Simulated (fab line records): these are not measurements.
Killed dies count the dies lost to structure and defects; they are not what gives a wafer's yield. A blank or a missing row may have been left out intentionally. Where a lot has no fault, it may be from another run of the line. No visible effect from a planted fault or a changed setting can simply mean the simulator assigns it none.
Matching of chambers ; flow n5Finfet ; rieDiel-06 running N5_DUMMY_GATE_STRIP_40: 4 sister chambers
The step strips in CF4. 8 wafers are shown with their chamber, then 12 later ones without.

== WAFERS PAIRED WITH THEIR CHAMBERS ==
wafer;chamber;drypumpMotorCurrentA (A);oesProductAu (a.u.)
L084.1;1;5.90;0.76
L084.2;2;5.52;0.71
L086.2;2;5.52;0.71
L085.1;3;5.77;0.92
L085.5;0;5.85;0.74
L087.4;3;5.80;0.91
L087.5;1;5.89;0.75
L087.6;0;5.85;0.74

== WAFERS MISSING THEIR CHAMBER ==
wafer;drypumpMotorCurrentA (A);oesProductAu (a.u.)
L090.4;5.82;0.90
L090.5;5.95;0.75
L090.6;5.84;0.73
L091.1;5.78;0.90
L091.4;5.83;0.74
L091.5;5.83;0.73
L094.1;5.94;0.73
L094.2;5.78;0.89
L094.3;5.83;0.72
L094.4;5.51;0.69
L094.5;5.82;0.73
L094.6;5.91;0.73

== THE CHAMBER EACH PASSED THROUGH ==
wafer;from the rows above;in truth
L090.4;3;3
L090.5;1;1
L090.6;0;0
L091.1;3;3
L091.4;0;0
L091.5;0;0
L094.1;can't be placed: 1 or 0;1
L094.2;3;3
L094.3;0;0
L094.4;2;2
L094.5;0;0
L094.6;can't be placed: 1 or 0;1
Correctly placed: 10 of 12. Cannot be placed on the basis of these rows: 2; the candidates contain the true chamber in 2. Wrongly placed: 0.
How it was worked out, from the rows above alone: a wafer's distance from a chamber is the root of the sum, over the readings, of the square of ((its reading less the chamber's mean) divided by the reading's scatter). The wafer belongs to the nearest chamber; if the next one is less than 2 further off, it can't be placed. For every chamber, the mean is computed from those of its wafers that are shown. The scatter: take each reading less its chamber's mean, square it, sum over the shown wafers, divide by the number of wafers less the number of chambers, and take the root.
